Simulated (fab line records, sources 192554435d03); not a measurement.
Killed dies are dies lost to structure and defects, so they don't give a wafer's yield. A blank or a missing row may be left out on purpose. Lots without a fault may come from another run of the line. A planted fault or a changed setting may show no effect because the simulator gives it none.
fab line records | flow n5_finfet | part 2 of 2: steps 5 to 6 of 6
record lots=24 wafers=72 last_day=17
route steps=1938 shown WELL_APT@31 PMOS_HMC_CHANNEL_EPI@66 FIN_SAQP@98
lots that met no fault: from a run of the same line without faults
start_h: hours from the record's first day to the start of the lot's first wafer shown | wait_h: hours since the lot's step before | " the same as in the row above | L1.1+2: a row that stands for several wafers | - no value, or no start given | * or withheld: withheld | < > ~ a bound
route shown NAME@n: a module of which the file shows steps, and the number in the route of the first | usual: mean/standard deviation of fault-free wafers | same: alike in all rows | chamber/n: place in a boat | sites: the reading at each site | _std_site: their standard deviation | _edge_site: outer sites' mean less inner sites' | radius_mm: how far each site lies from the wafer's centre | mask NAME#n: copy n | behind: the tool/chamber that last shaped the wafer | hold: why the lot was held/for how many hours/how that ended | device: the transistor (n, p or np) that didn't switch | end of line: the same wafers' tests at the end of the route | a step without rows: its recipe alone | killed: dies lost to structure and defects at the first sort, not the wafer's yield | map: a wafer's dies, x killed, . not, _ none there
set.NAME: the setting as run; set.NAME@STEP: as run at that earlier step | model.NAME: the simulator's own value behind a step, which no gauge read
steps of the route over a sample of lots; a table a step, a row a wafer
services: from which hour (start_h, from the record's first day; less than 0 if before it) a tool's chamber was out of use, for how many hours, and why
## steps
# step N5_FIN_SAQP_PECVD_47
# recipe material=a-Si target_thk_a=450 temp_c=400 precursor=SiH4/He pressure_torr=3 rf_w=100 time_s=36.3
# usual heater_power_w=850/82 rf_fwd_power_W=98.9/0.47 showerhead_plenum_p_Torr=5.66/0.035 throttle_valve_pct=17.8/0.76
# columns lot.wafer tool chamber start_h wait_h heater_power_w rf_fwd_power_W showerhead_plenum_p_Torr throttle_valve_pct
L074.2 pecvd-02 2 21.16 0.0 765 99.7 5.65 18.3
L074.4 " 0 " " 939 98.9 5.69 19.0
L074.5 " 1 " " 774 98.4 5.63 18.1
L075.1 pecvd-04 2 27.74 0.0 941 98.8 5.60 17.3
L075.3 " 2 " " 964 98.5 5.60 16.9
L075.6 " 0 " " 924 99.4 5.69 18.3
L076.1 pecvd-02 1 34.76 0.0 730 98.5 5.62 17.9
L076.2 " 0 " " 929 99.3 5.69 19.0
L076.3 " 0 " " 948 99.4 5.69 18.9
L077.2 pecvd-03 2 38.91 0.0 845 99.1 5.67 16.3
L077.3 " 1 " " 927 99.0 5.66 17.6
L077.6 " 1 " " 914 98.3 5.66 17.8
L078.2 pecvd-04 2 44.98 0.0 924 98.5 5.60 17.1
L078.3 " 1 " " 870 98.8 5.71 18.6
L078.5 " 1 " " 877 98.9 5.71 18.4
L079.1 pecvd-04 1 51.10 0.0 857 98.1 5.73 18.2
L079.4 " 2 " " 1008 98.8 5.60 17.1
L079.6 " 0 " " 938 99.4 5.71 18.3
L080.2 pecvd-04 1 57.31 0.0 766 98.5 5.72 18.8
L080.3 " 1 " " 788 98.2 5.71 18.5
L080.6 " 2 " " 912 98.3 5.59 16.7
L081.2 pecvd-03 2 63.41 0.0 803 99.1 5.68 16.8
L081.3 " 1 " " 939 98.8 5.67 17.7
L081.4 " 2 " " 827 99.5 5.67 16.4
L082.1 pecvd-03 1 69.12 0.0 924 98.7 5.67 17.6
L082.2 " 0 " " 852 98.8 5.66 17.1
L082.4 " 0 " " 833 98.4 5.66 17.5
L083.1 pecvd-02 1 76.73 0.0 763 98.5 5.63 17.9
L083.3 " 1 " " 796 98.9 5.63 18.0
L083.6 " 1 " " 764 98.8 5.64 18.1
L084.1 pecvd-02 2 81.20 0.0 752 99.1 5.65 17.0
L084.5 " 1 " " 674 98.5 5.64 18.0
L084.6 " 2 " " 749 99.7 5.65 16.6
L085.4 pecvd-04 0 87.91 0.1 899 99.0 5.71 18.4
L085.5 " 1 " " 837 98.9 5.72 18.4
L085.6 " 2 " " 888 98.9 5.61 17.3
L086.1 pecvd-04 0 93.89 0.0 805 98.9 5.71 18.6
L086.3 " 1 " " 850 98.4 5.71 18.9
L086.4 " 2 " " 1022 98.3 5.60 17.4
L087.2 pecvd-02 0 100.58 0.0 966 99.5 5.69 19.1
L087.5 " 1 " " 747 98.4 5.62 18.1
L087.6 " 2 " " 730 99.7 5.64 17.1
L088.1 pecvd-04 1 105.02 0.0 830 98.4 5.72 18.5
L088.2 " 0 " " 853 98.8 5.70 18.1
L088.6 " 2 " " 838 98.6 5.61 17.3
L089.1 pecvd-02 2 111.42 0.0 810 99.7 5.66 17.1
L089.3 " 1 " " 717 98.9 5.63 18.0
L089.5 " 1 " " 708 98.8 5.61 18.2
L090.3 pecvd-02 2 117.89 0.0 819 99.7 5.65 17.0
L090.4 " 0 " " 801 99.7 5.69 19.2
L090.6 " 2 " " 835 99.7 5.65 17.3
L091.1 pecvd-03 2 123.89 0.0 839 99.8 5.68 16.5
L091.3 " 1 " " 950 98.7 5.67 17.6
L091.5 " 0 " " 745 98.4 5.67 17.4
L092.1 pecvd-04 1 130.08 0.0 864 98.7 5.72 18.7
L092.2 " 0 " " 917 98.6 5.70 18.2
L092.6 " 2 " " 926 98.8 5.61 17.4
L093.1 pecvd-02 2 135.09 0.0 849 99.1 5.65 17.3
L093.3 " 1 " " 658 98.7 5.63 18.2
L093.4 " 0 " " 958 99.2 5.69 19.2
L094.1 pecvd-03 1 143.00 0.0 835 98.6 5.68 17.7
L094.5 " 1 " " 842 98.6 5.67 17.3
L094.6 " 2 " " 900 99.4 5.66 16.6
L095.2 pecvd-03 0 148.05 0.0 881 98.9 5.66 17.4
L095.3 " 1 " " 877 98.5 5.67 17.7
L095.5 " 0 " " 869 99.0 5.65 17.6
L096.1 pecvd-03 2 152.78 0.0 858 99.5 5.66 16.6
L096.2 " 1 " " 874 98.5 5.65 17.4
L096.5 " 0 " " 819 98.4 5.66 17.8
L097.2 pecvd-02 2 159.10 0.0 719 99.2 5.65 17.3
L097.3 " 0 " " 942 99.4 5.70 19.2
L097.6 " 0 " " 940 99.6 5.70 19.1
# step N5_FIN_SAQP_DESCUM_21
# recipe chemistry=O2 time_s=7.9 source_power_w=50 bias_power_w=20 pressure_mtorr=20 rf_frequency_hz=2.712e+07 temp_c=40 resist=CAR-ArF o2_flow_sccm=225
# usual drypump_motor_current_A=5.7/0.42 oes_product_au=0.81/0.098 rf_fwd_power_W=49.41/0.22 rf_vpp_V=243.2/1.3 showerhead_plenum_p_Torr=2.09/0.065 throttle_valve_pct=20.41/0.2
# columns lot.wafer tool chamber start_h wait_h drypump_motor_current_A oes_product_au rf_fwd_power_W rf_hours_counter_h rf_vpp_V showerhead_plenum_p_Torr throttle_valve_pct
L074.2 rie_diel-01 2 21.95 0.1 5.8 0.75 49.44 162 243.6 2.08 20.70
L074.4 " 1 " " 5.6 0.68 49.79 237 245.1 2.13 20.30
L074.5 " 0 " " 5.1 0.95 48.98 - 242.3 2.08 20.13
L075.1 rie_diel-03 1 28.97 0.4 6.7 0.71 49.62 234 243.5 2.08 20.74
L075.3 " 2 " " 5.9 0.70 49.31 240 244.3 2.07 20.60
L075.6 " 0 " " 5.5 0.71 49.58 - 242.2 2.00 20.28
L076.1 rie_diel-03 3 35.75 0.2 5.6 0.90 49.25 45 245.3 2.21 20.29
L076.2 " 2 " " 5.9 0.70 49.33 242 244.0 2.07 20.60
L076.3 " 1 " " 6.7 0.72 49.46 236 243.1 2.08 20.75
L077.2 rie_diel-05 0 39.59 0.1 5.5 0.89 49.32 20 245.6 2.23 20.06
L077.3 " 1 " " 5.5 0.78 49.52 140 243.3 2.08 20.62
L077.6 " 1 " " 5.5 0.77 49.81 - 243.9 2.08 20.62
L078.2 rie_diel-01 2 45.76 0.0 5.7 0.74 49.24 173 241.7 2.07 20.72
L078.3 " 1 " " 5.5 0.69 49.56 249 243.2 2.13 20.31
L078.5 " 0 " " 5.1 0.92 49.09 - 242.0 2.07 20.16
L079.1 rie_diel-05 1 51.73 0.0 5.5 0.78 49.61 145 243.9 2.08 20.61
L079.4 " 3 " " 5.6 0.76 49.53 - 243.2 2.09 20.42
L079.6 " 0 " " 5.5 0.89 49.20 - 244.6 2.23 20.06
L080.2 rie_diel-03 0 58.04 0.0 5.5 0.71 49.69 207 241.7 1.99 20.29
L080.3 " 3 " " 5.6 0.89 49.26 53 242.8 2.21 20.32
L080.6 " 0 " " 5.5 0.70 49.74 - 241.0 1.99 20.30
L081.2 rie_diel-01 0 64.16 0.0 5.1 0.92 49.00 24 242.2 2.07 20.14
L081.3 " 3 " " 5.2 0.96 49.69 7 242.4 2.07 20.47
L081.4 " 0 " " 5.1 0.91 49.06 - 241.2 2.07 20.15
L082.1 rie_diel-05 3 70.22 0.5 5.6 0.75 49.20 152 242.6 2.09 20.44
L082.2 " 0 " " 5.6 0.86 49.21 34 245.1 2.23 20.08
L082.4 " 1 " " 5.5 0.77 49.60 - 243.4 2.07 20.65
L083.1 rie_diel-05 3 77.60 0.1 5.6 0.75 49.41 154 243.4 2.09 20.44
L083.3 " 3 " " 5.6 0.75 49.41 - 243.1 2.09 20.46
L083.6 " 1 " " 5.5 0.77 49.29 - 243.2 2.07 20.66
L084.1 rie_diel-03 2 82.00 0.1 5.9 0.97 49.42 1 243.5 2.07 20.38
L084.5 " 0 " " 5.5 0.69 49.61 - 240.5 1.99 20.33
L084.6 " 3 " " 5.6 0.87 49.35 - 245.1 2.20 20.32
L085.4 rie_diel-01 1 88.52 0.0 5.6 0.98 49.42 6 245.6 2.13 19.87
L085.5 " 0 " " 5.1 0.90 48.99 - 243.9 2.07 20.18
L085.6 " 3 " " 5.2 0.92 49.55 - 242.0 2.06 20.49
L086.1 rie_diel-03 0 94.64 0.0 5.5 0.69 49.60 222 242.1 1.99 20.32
L086.3 " 2 " " 5.9 0.95 49.25 5 242.4 2.06 20.40
L086.4 " 3 " " 5.6 0.86 49.39 - 244.4 2.20 20.34
L087.2 rie_diel-01 0 101.33 0.0 5.0 0.88 49.26 39 242.8 2.07 20.16
L087.5 " 2 " " 5.8 0.72 49.48 - 244.2 2.07 20.76
L087.6 " 0 " " 5.1 0.88 48.99 - 242.7 2.07 20.16
L088.1 rie_diel-03 2 105.77 0.0 5.9 0.93 49.34 11 243.5 2.06 20.41
L088.2 " 3 " " 5.6 0.86 49.54 74 244.1 2.20 20.33
L088.6 " 2 " " 5.9 0.92 49.20 - 242.2 2.06 20.40
L089.1 rie_diel-03 2 112.39 0.2 6.0 0.93 49.19 13 242.1 2.06 20.40
L089.3 " 1 " " 6.7 0.98 49.52 5 242.0 2.07 20.38
L089.5 " 0 " " 5.5 0.69 49.72 - 241.1 1.99 20.33
L090.3 rie_diel-01 0 118.65 0.0 5.1 0.87 49.15 47 240.8 2.06 20.18
L090.4 " 3 " " 5.2 0.89 49.52 29 243.1 2.06 20.49
L090.6 " 0 " " 5.1 0.87 49.11 - 242.9 2.06 20.18
L091.1 rie_diel-03 2 124.52 0.0 5.9 0.91 49.30 18 242.8 2.06 20.41
L091.3 " 3 " " 5.6 0.86 49.41 80 243.8 2.20 20.35
L091.5 " 2 " " 5.9 0.92 49.45 - 242.8 2.06 20.39
L092.1 rie_diel-05 1 130.94 0.1 5.5 0.75 49.56 179 243.3 2.06 20.70
L092.2 " 3 " " 5.6 0.74 49.68 173 244.6 2.08 20.47
L092.6 " 3 " " 5.6 0.73 49.73 - 243.3 2.08 20.46
L093.1 rie_diel-05 0 136.92 1.1 5.5 0.85 49.30 52 245.6 2.22 20.10
L093.3 " 3 " " 5.6 0.74 49.65 177 242.4 2.08 20.48
L093.4 " 2 " " 6.2 0.71 49.24 209 243.3 2.14 20.41
L094.1 rie_diel-03 0 145.00 1.2 5.5 0.68 49.67 236 241.9 1.98 20.34
L094.5 " 3 " " 5.6 0.85 49.51 - 244.8 2.20 20.36
L094.6 " 2 " " 5.9 0.91 49.27 - 242.2 2.06 20.42
L095.2 rie_diel-01 3 148.80 0.0 5.2 0.88 49.57 39 241.0 2.06 20.53
L095.3 " 2 " " 5.8 0.70 49.40 218 241.9 2.06 20.77
L095.5 " 3 " " 5.2 0.89 49.27 - 242.3 2.06 20.53
L096.1 rie_diel-05 1 153.55 0.2 5.5 0.74 49.55 189 243.2 2.06 20.69
L096.2 " 0 " " 5.5 0.82 49.22 58 243.7 2.22 20.11
L096.5 " 1 " " 5.5 0.74 49.68 - 242.9 2.06 20.71
L097.2 rie_diel-03 2 159.86 0.0 5.9 0.90 49.43 25 243.0 2.06 20.42
L097.3 " 3 " " 5.7 0.84 49.46 88 244.7 2.20 20.36
L097.6 " 3 " " 5.6 0.84 49.50 - 244.4 2.20 20.37
## services
# columns tool chamber start_h hours kind
cmp-01 - 7.25 4.1 pm
rie_diel-03 3 17.01 2.6 repair
rie_diel-05 - 17.63 15.6 pm
cmp-04 - 34.60 2.2 repair
cmp-04 - 36.98 4.0 pm
rie_diel-04 - 41.41 0.5 repair
rie_diel-04 3 42.13 4.5 repair
cmp-04 - 43.76 1.6 repair
rie_diel-04 1 53.27 13.5 repair
cmp-04 - 55.86 5.2 pm
cmp-04 - 64.14 1.5 repair
pecvd-02 2 75.30 3.9 repair
cmp-01 - 77.15 2.2 repair
rie_diel-05 0 77.23 7.1 repair
pecvd-03 - 85.19 1.1 repair
rie_diel-01 1 94.09 2.9 repair
rie_diel-04 2 97.38 9.7 repair
cmp-03 - 102.60 1.9 repair
pecvd-03 2 113.81 7.7 repair
rie_diel-05 0 122.16 10.0 repair
rie_diel-03 - 128.90 15.6 pm
cmp-01 - 135.13 4.9 pm
cmp-01 - 148.55 0.2 repair
pecvd-04 - 150.90 5.4 repair
